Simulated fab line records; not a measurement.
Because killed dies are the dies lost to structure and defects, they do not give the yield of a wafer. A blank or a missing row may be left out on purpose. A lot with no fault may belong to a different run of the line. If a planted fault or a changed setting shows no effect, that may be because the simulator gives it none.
Split-lot experiment | flow n5 finfet | 7 lots, 21 wafers read, on a route of 1938 steps

THE SPLIT
At N5_BEOL_M7_COAT_22 (resist thk 30 nm), the setting spin rpm was moved away from the recipe's 1500 rpm on 6 of the 21 wafers read, by -10.1% to +9.1%. For the rest of the wafers, this setting stayed at what the recipe calls for.

FROM THE SPLIT TO THE READING: what the file shows between them, 3 steps
- N5_BEOL_M7_EBR_24
- N5_BEOL_M7_SOFTBAKE_23: time 60 s
- N5_BEOL_M7_DESCUM_33: chemistry O2, time 7 s

THE READING
CAR-EUV_of_BEOL_M7_COAT_22.thk nm (the simulator's own value, which no gauge read), in nm, at N5_BEOL_M7_ETCH_72 (etches underlayer in N2/H2, target depth 6.5 nm, time 5.2 s). There is no usual value for it anywhere in the file. Average 20.3 nm, standard deviation 0.12 nm, over the 15 wafers here run with the recipe.

wafer  | tool, chamber at the split | spin rpm as run, rpm | against the recipe | CAR-EUV_of_BEOL_M7_COAT_22.thk nm, nm | against lot-mates on the recipe
L075.4 | litho track-02, 0          | 1500                 | recipe             | 20.2                                  | -
L075.6 | litho track-02, 0          | 1500                 | recipe             | 20.2                                  | -
L075.5 | litho track-02, 0          | 1500                 | recipe             | 20.4                                  | -
L076.2 | litho track-05, 0          | 1349                 | -10.1%             | 22                                    | no lot-mate on the recipe
L076.3 | litho track-05, 0          | 1349                 | -10.1%             | 22                                    | no lot-mate on the recipe
L076.5 | litho track-05, 0          | 1349                 | -10.1%             | 22                                    | no lot-mate on the recipe
L077.2 | litho track-04, 0          | 1500                 | recipe             | 20.2                                  | -
L077.3 | litho track-04, 0          | 1500                 | recipe             | 20.2                                  | -
L077.6 | litho track-04, 0          | 1500                 | recipe             | 20.4                                  | -
L080.2 | litho track-05, 0          | 1500                 | recipe             | 20.4                                  | -
L080.3 | litho track-05, 0          | 1500                 | recipe             | 20.4                                  | -
L080.5 | litho track-05, 0          | 1637                 | +9.1%              | 19                                    | -1.4
L087.1 | litho track-05, 0          | 1500                 | recipe             | 20                                    | -
L087.3 | litho track-05, 0          | 1500                 | recipe             | 20.2                                  | -
L087.4 | litho track-05, 0          | 1500                 | recipe             | 20.2                                  | -
L092.4 | litho track-04, 0          | 1500                 | recipe             | 20.4                                  | -
L092.5 | litho track-04, 0          | 1500                 | recipe             | 20.4                                  | -
L092.6 | litho track-04, 0          | 1500                 | recipe             | 20.4                                  | -
L097.1 | litho track-04, 0          | 1374                 | -8.4%              | 21.6                                  | +1.4
L097.6 | litho track-04, 0          | 1374                 | -8.4%              | 21.6                                  | +1.4
L097.4 | litho track-04, 0          | 1500                 | recipe             | 20.2                                  | -

FIT RESULTS
A straight line over all 21 wafers: CAR-EUV_of_BEOL_M7_COAT_22.thk nm changes by -0.161 nm for each +1% of spin rpm; r = -0.99; the points scatter about the line by 0.12 nm.
The same after taking each lot's own level away (the mean of its wafers on the recipe; 18 wafers): -0.161 nm for each +1%; r = -0.99; scatter 0.074 nm.
Per that fit: largest spin rpm move, reading shift of 1.6 nm.
From 20.13 to 20.40 nm: that is the span of the lots' own levels, equal to 2.2 times the standard deviation above.
The two slopes agree, so the slope changes little with the lot-to-lot level.
Check: with one of the wafers moved furthest among these (+9.1%) left out of the fit, the line predicts -1.52 nm for it against its lot-mates. It came out at -1.4 nm against them.

THE WHOLE CHAIN: every reading that the file lists as answering this split, in the file's order
step                 | what it does                                                | reading                                                                            | change (the file's fit)               | r (the file's)
N5_BEOL_M7_COAT_22   | resist thk 30 nm                                            | CAR-EUV_of_BEOL_M7_COAT_22.thk nm (the simulator's own value, which no gauge read) | -0.154 nm for each +1% of the setting | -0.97
N5_BEOL_M7_DESCUM_33 | chemistry O2, time 7 s                                      | CAR-EUV_of_BEOL_M7_COAT_22.thk nm (the simulator's own value, which no gauge read) | -0.142 nm for each +1% of the setting | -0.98
N5_BEOL_M7_ETCH_72   | etches underlayer in N2/H2, target depth 6.5 nm, time 5.2 s | CAR-EUV_of_BEOL_M7_COAT_22.thk nm (the simulator's own value, which no gauge read) | -0.159 nm for each +1% of the setting | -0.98

THE FILE'S OWN FIT
CAR-EUV_of_BEOL_M7_COAT_22.thk nm changes by -0.159 nm for each +1% of spin rpm, r = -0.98.
